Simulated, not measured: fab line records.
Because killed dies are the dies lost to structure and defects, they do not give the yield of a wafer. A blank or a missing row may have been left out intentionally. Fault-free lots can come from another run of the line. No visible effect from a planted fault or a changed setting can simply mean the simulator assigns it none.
Chamber matching + flow nand_harc + NHARC_P_CONTACT_ALD_22 on ald_metal-04: 4 sister chambers
The step deposits TiN, target thk 3 nm, pulse time 1 s, ald cycles 150. 4 wafers are shown with their chamber, then 12 later ones without.

WAFERS PAIRED WITH THEIR CHAMBERS
| wafer  | chamber | heater_power_w (W) |
|--------|---------|--------------------|
| L084.2 | 0       | 1223               |
| L084.5 | 2       | 1090               |
| L084.3 | 1       | 1076               |
| L084.6 | 3       | 1061               |

WAFERS WITHOUT THEIR CHAMBER
| wafer  | heater_power_w (W) |
|--------|--------------------|
| L083.1 | 1038               |
| L083.3 | 1110               |
| L083.6 | 1079               |
| L088.1 | 1039               |
| L088.2 | 1068               |
| L088.5 | 1213               |
| L092.1 | 1084               |
| L092.2 | 1070               |
| L092.3 | 1226               |
| L096.4 | 996                |
| L096.5 | 1079               |
| L096.6 | 1004               |

EACH ONE'S CHAMBER
| wafer  | from the rows above          | in truth |
|--------|------------------------------|----------|
| L083.1 | can't be placed: 3 or 1 or 2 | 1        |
| L083.3 | can't be placed: 2 or 1 or 3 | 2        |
| L083.6 | can't be placed: 1 or 2 or 3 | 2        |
| L088.1 | can't be placed: 3 or 1 or 2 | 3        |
| L088.2 | can't be placed: 3 or 1 or 2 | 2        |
| L088.5 | 0                            | 0        |
| L092.1 | can't be placed: 2 or 1 or 3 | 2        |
| L092.2 | can't be placed: 1 or 3 or 2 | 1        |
| L092.3 | 0                            | 0        |
| L096.4 | can't be placed: 3 or 1 or 2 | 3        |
| L096.5 | can't be placed: 1 or 2 or 3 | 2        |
| L096.6 | can't be placed: 3 or 1 or 2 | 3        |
2 of 12 placed correctly. Can't be placed from these rows: 10 (the true chamber is among the candidates in 10). 0 placed wrongly.
How it was worked out, from the rows above alone: a wafer's distance from a chamber is the root of the sum, over the readings, of the square of ((its reading less the chamber's mean) divided by the reading's scatter). If the next closest chamber is less than 2 further off than the closest, the wafer can't be placed; otherwise it belongs to the closest. For every chamber, the mean is computed from those of its wafers that are shown. The scatter: root of mean squared gap, hidden wafer to nearest shown wafer, with one shown wafer a chamber.
